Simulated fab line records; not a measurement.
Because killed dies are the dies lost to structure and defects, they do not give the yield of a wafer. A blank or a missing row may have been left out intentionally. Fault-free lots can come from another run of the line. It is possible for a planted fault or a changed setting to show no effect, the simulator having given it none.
fab line records -- flow n5Finfet
record lots=4, wafers=12, lastDay=17
route steps=1938 shown WELL_APT@36 PMOS_HMC_CHANNEL_EPI@57 BEOL_M4@1111
lots that met no fault: taken from a fault-free run of the same line
startH: hours from the record's first day to the start of the lot's first wafer shown -- waitH: hours elapsed since this lot's preceding step -- " unchanged from the row above -- L1.1+2: several wafers, shown together as one row -- - no value, or no start given -- * or withheld: withheld -- < > ~ a bound
route shown NAME@n: names a module that has steps shown in the file, with the first one's number in the route -- usual: mean/standard deviation taken from wafers without a fault -- same: alike in all rows -- chamber/n: place in a boat -- sites: per-site readings -- _std_site: the standard deviation of these -- _edge_site: the outer-site mean with the inner-site mean subtracted -- radiusMm: how far each site lies from the wafer's centre -- mask NAME#n: copy n -- behind: the most recent tool/chamber to have shaped the wafer -- hold: the reason the lot was held/the length of the hold in hours/how it ended -- device: names the non-switching transistor (n, p or np) -- end of line: the tests these same wafers got at the end of their route -- a step without rows: its recipe alone -- killed: the dies lost at the first sort to structure and to defects; this is not the yield of the wafer -- map: shows each die of a wafer: x if killed, . if not, _ if none is there
set.NAME: the setting as run; set.NAME@STEP: as run at that earlier step -- model.NAME: the simulator's own value behind a step, which no gauge read
lots at selected steps of the route; one table per step, one row per wafer
services: when a tool's chamber went out of use (startH, in hours from the record's first day, below 0 if earlier), for how many hours, and the reason
## steps
# step N5_WELL_APT_COAT_19
# recipe spinRpm=1357, resistThkNm=950
# step N5_WELL_APT_EBR_21
# recipe solvent=PGMEA, ebrWidthMm=1.5
# step N5_WELL_APT_SOFTBAKE_20
# recipe tempC=130, timeS=60
# step N5_WELL_APT_EXPOSE_22
# recipe maskId=PWELL, na=0.8, sourceShape=conventional, sigmaOuter=0.8, polarization=unpolarized, defocusNm=0, targetCdNm=200, doseMj=23.2
# step N5_WELL_APT_PEB_23
# recipe pebTempC=130, pebTimeS=90
# step N5_WELL_APT_DEVELOP_24
# recipe developTimeS=45, rinseLiquid=surfactantRinse, dry=airSpin, devTempC=21
# step N5_WELL_APT_HARDBAKE_29
# recipe tempC=130, timeS=120
# step N5_WELL_APT_DESCUM_30
# recipe chemistry=O2, timeS=7.9, sourcePowerW=50, biasPowerW=20, pressureMtorr=20, rfFrequencyHz=2.712e+07, tempC=40, o2FlowSccm=225
# step N5_WELL_APT_IMPLANT_31
# recipe species=B, energyKev=60, doseCm2=1.5e+13, tiltDeg=0, rotationDeg=0
# step N5_WELL_APT_IMPLANT_32
# recipe species=BF2, energyKev=50, doseCm2=2e+13, tiltDeg=0, rotationDeg=0
# usual doseIonsCm2=1.9994e+13/2.1e+10, endStationPressureTorr=5.23e-06/3e-07, faradayCurrentUA=254/5.2
lot.wafer,tool,chamber,startH,waitH,doseIonsCm2,endStationPressureTorr,faradayCurrentUA
L463.3,implanter-02,0,15.33,0.1,2.0001e+13,5.35e-06,256
L463.4,implanter-02,0,15.33,0.1,2.0001e+13,5.07e-06,256
L463.6,implanter-02,0,15.33,0.1,2.0003e+13,5.69e-06,255
L475.1,implanter-02,0,87.55,0.1,1.1701e+13,5.38e-06,145
L475.4,implanter-02,0,87.55,0.1,1.1738e+13,4.69e-06,151
L475.5,implanter-02,0,87.55,0.1,1.1738e+13,5.72e-06,148
L476.2,implanter-02,0,93.52,0.1,1.1723e+13,4.97e-06,147
L476.4,implanter-02,0,93.52,0.1,1.1731e+13,5.05e-06,146
L476.6,implanter-02,0,93.52,0.1,1.1762e+13,4.91e-06,148
L485.1,implanter-01,0,147.50,0.1,1.9991e+13,4.7e-06,250
L485.2,implanter-01,0,147.50,0.1,1.9989e+13,5.14e-06,257
L485.6,implanter-01,0,147.50,0.1,2.0036e+13,5.23e-06,256
# step N5_WELL_APT_STRIP_33
# recipe chemistry=SPM, timeS=900, tempC=130, h2so4H2o2VolRatio=4, dry=ipaMarangoni
# step N5_WELL_APT_RTA_34
# recipe tempC=1000, timeS=10, ambient=N2, idleTempC=600, rampUpCPerS=150, rampDownCPerS=60, coolToC=600
# step N5_WELL_APT_OXIDE_STRIP_42
# recipe chemistry=dHF, dilution=25:1, timeS=45, tempC=25, target=SiO2, targetDepthA=120
# step N5_WELL_APT_PRECLEAN_36
# recipe chemistry=O3/DIW, timeS=45, tempC=22, o3Ppm=10
# step N5_WELL_APT_PRECLEAN_39
# recipe chemistry=dHF, timeS=60, dilution=150:1, tempC=25
# step N5_WELL_APT_SRD_37
# recipe dry=ipaMarangoni, doPpb=5, timeS=30, tempC=23, rinseLiquid=diw
# step N5_WELL_APT_EPI_41
# recipe material=Si, targetThkA=500, tempC=650, precursor=SiH4/H2, pressureTorr=20, timeS=297.7
# step N5_PMOS_HMC_CHANNEL_EPI_HM_DEP_34
# recipe material=SiO2, targetThkA=360, tempC=400, precursor=TEOS/O2, pressureTorr=6.5, rfW=900, teosFlowSccm=161.4, gas=O2, flowSccm=2650, timeS=6.9
# step N5_PMOS_HMC_CHANNEL_EPI_COAT_31
# recipe resist=BARC, tempC=205, timeS=60, spinRpm=1500, resistThkNm=66
# step N5_PMOS_HMC_CHANNEL_EPI_COAT_03
# recipe resist=CAR-ArF-block, spinRpm=1500, resistThkNm=205
# step N5_PMOS_HMC_CHANNEL_EPI_EBR_05
# recipe solvent=PGMEA, ebrWidthMm=1.5
# step N5_PMOS_HMC_CHANNEL_EPI_SOFTBAKE_04
# recipe tempC=110, timeS=60, resist=CAR-ArF-block
# step N5_PMOS_HMC_CHANNEL_EPI_EXPOSE_06
# recipe maskId=PMOS_HMC_BLK, na=1.35, sourceShape=conventional, sigmaOuter=0.8, polarization=unpolarized, targetCdNm=240, doseMj=41
# step N5_PMOS_HMC_CHANNEL_EPI_PEB_07
# recipe pebTempC=110, pebTimeS=60, resist=CAR-ArF-block
# step N5_PMOS_HMC_CHANNEL_EPI_DEVELOP_08
# recipe developTimeS=30, developer=TMAH, resist=CAR-ArF-block, devTempC=23, rinseLiquid=diw, dry=airSpin
# step N5_PMOS_HMC_CHANNEL_EPI_DESCUM_14
# recipe chemistry=O2, timeS=7.9, sourcePowerW=50, biasPowerW=20, pressureMtorr=20, rfFrequencyHz=2.712e+07, tempC=40, resist=CAR-ArF-block, o2FlowSccm=225
# step N5_PMOS_HMC_CHANNEL_EPI_ETCH_32
# recipe chemistry=N2/H2, target=BARC, stopOn=SiO2, targetDepthA=858, overEtchFrac=0.3, timeS=50.3, ionEnergyEv=200, maskMaterial=CAR-ArF-block, pressureMtorr=30, sourceW=840, biasW=150, n2FlowSccm=200, h2FlowSccm=200
# step N5_PMOS_HMC_CHANNEL_EPI_HM_OPEN_15
# recipe chemistry=CHF3/O2, target=SiO2, maskMaterial=CAR-ArF-block, targetDepthA=406, CHF3_flow_sccm=50, O2_flow_sccm=5, Ar_flow_sccm=200, timeS=20.3, pressureMtorr=30, sourceW=650, biasW=170, ionEnergyEv=200
# step N5_PMOS_HMC_CHANNEL_EPI_STRIP_33
# recipe chemistry=N2/H2, powerW=500, tempC=40, pressureMtorr=50, rfFrequencyHz=6e+07, overashFraction=0.3, biasPowerW=8, h2Frac=0.5, n2FlowSccm=300, h2FlowSccm=300
# step N5_PMOS_HMC_CHANNEL_EPI_STRIP_17
# recipe chemistry=SPM, timeS=750, tempC=130, h2so4H2o2VolRatio=4, dry=ipaMarangoni
# step N5_PMOS_HMC_CHANNEL_EPI_ETCH_38
# recipe chemistry=CF4, target=SiO2, targetDepthA=15, ionEnergyEv=350, pressureMtorr=10, icpW=800, biasW=400, cf4FlowSccm=80
# step N5_PMOS_HMC_CHANNEL_EPI_FIN_RECESS_16
# recipe chemistry=HBr/Cl2, target=Si, maskMaterial=SiO2, targetDepthA=540, timeS=18, pressureMtorr=10, icpW=800, biasW=75, HBr_flow_sccm=150, Cl2_flow_sccm=80
# step N5_PMOS_HMC_CHANNEL_EPI_PRECLEAN_36
# recipe chemistry=O3/DIW, timeS=45, tempC=22, o3Ppm=10
# step N5_PMOS_HMC_CHANNEL_EPI_PRECLEAN_18
# recipe chemistry=DHF, timeS=30, tempC=25, dilution=withheld
# step N5_PMOS_HMC_CHANNEL_EPI_SRD_19
# recipe dry=ipaMarangoni, doPpb=5, timeS=30, tempC=23, rinseLiquid=diw
# step N5_BEOL_M4_RC_MEAS_101
# usual CJ_N=4.35/0.1, DIBL_N=35.8/1.7, DIBL_P=35.9/1.9, IOFF_N=0.151/0.028, IOFF_P=0.21/0.037, ION_N=673/12, ION_P=463/8.3, SS_N=71.4/0.59, SS_P=73.2/0.63, VT_N=250/3.2, VT_P=-250/3.7
lot.wafer,tool,chamber,startH,waitH,CJ_N,DIBL_N[mV/V],DIBL_P[mV/V],IOFF_N[nA/um],IOFF_P[nA/um],ION_N[uA/um],ION_P[uA/um],SS_N[mV/dec],SS_P[mV/dec],VT_N[mV],VT_P[mV]
L463.3,prober-02,0,161.48,0.3,4.31,35.8,35.8,0.136,0.21,667,461,70.8,73.1,252,-249
L463.4,prober-02,0,161.48,0.3,4.23,36.3,37.2,0.144,0.23,673,465,71.6,73.0,254,-248
L463.6,prober-02,0,161.48,0.3,4.39,36.9,37.0,0.158,0.24,682,466,71.8,73.9,250,-246
L475.1,prober-02,0,238.15,0.0,3.35,35.5,32.7,0.133,0.14,665,453,71.7,72.5,254,-256
L475.4,prober-02,0,238.15,0.0,3.29,34.7,34.4,0.133,0.16,665,457,71.2,72.1,250,-255
L475.5,prober-02,0,238.15,0.0,3.25,36.0,35.3,0.148,0.18,678,462,71.1,73.1,249,-254
L476.2,prober-02,0,245.32,0.2,3.21,35.0,33.4,0.123,0.15,676,457,70.8,72.7,251,-256
L476.4,prober-02,0,245.32,0.2,3.31,39.3,36.9,0.201,0.20,684,452,72.3,72.9,248,-256
L476.6,prober-02,0,245.32,0.2,3.18,35.3,34.3,0.136,0.17,680,468,70.1,72.6,250,-254
L485.1,prober-01,0,320.78,0.0,4.39,35.8,35.6,0.145,0.21,685,471,71.3,73.0,251,-250
L485.2,prober-01,0,320.78,0.0,4.37,35.0,34.7,0.126,0.19,655,453,70.5,72.6,256,-250
L485.6,prober-01,0,320.78,0.0,4.37,34.9,34.1,0.126,0.19,663,452,71.5,72.9,256,-249
## services
tool,chamber,startH,hours,kind
implanter-02,-,9.17,3.9,pm
implanter-01,-,12.45,5.6,repair
implanter-02,-,16.17,2.9,repair
implanter-01,-,91.84,1.5,repair
implanter-02,-,99.08,1.0,repair
## key
firstSign step=N5_WELL_APT_IMPLANT_32, reading=doseIonsCm2, direction=down, sigmas=99+, usual=1.9994e+13, struck=1.1732e+13
effect step=N5_WELL_APT_IMPLANT_32, reading=faradayCurrentUA, direction=down, sigmas=21, usual=254, struck=147
effect step=N5_BEOL_M4_RC_MEAS_101, reading=CJ_N, direction=down, sigmas=11, usual=4.35, struck=3.26
metAt N5_WELL_APT_IMPLANT_32
struckWafers L475.1,L475.4,L475.5,L476.2,L476.4,L476.6
onsetBetween 15.33 87.55
fault kind=processParameterDrift, tool=implanter-02, chamber=-, onsetH=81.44, steps=N5_WELL_APT_IMPLANT_32, channel=doseCm2, offset=-8.2721e+12, shape=step, endH=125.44, actsIn=theseRecipesOnly, stated=2e+13
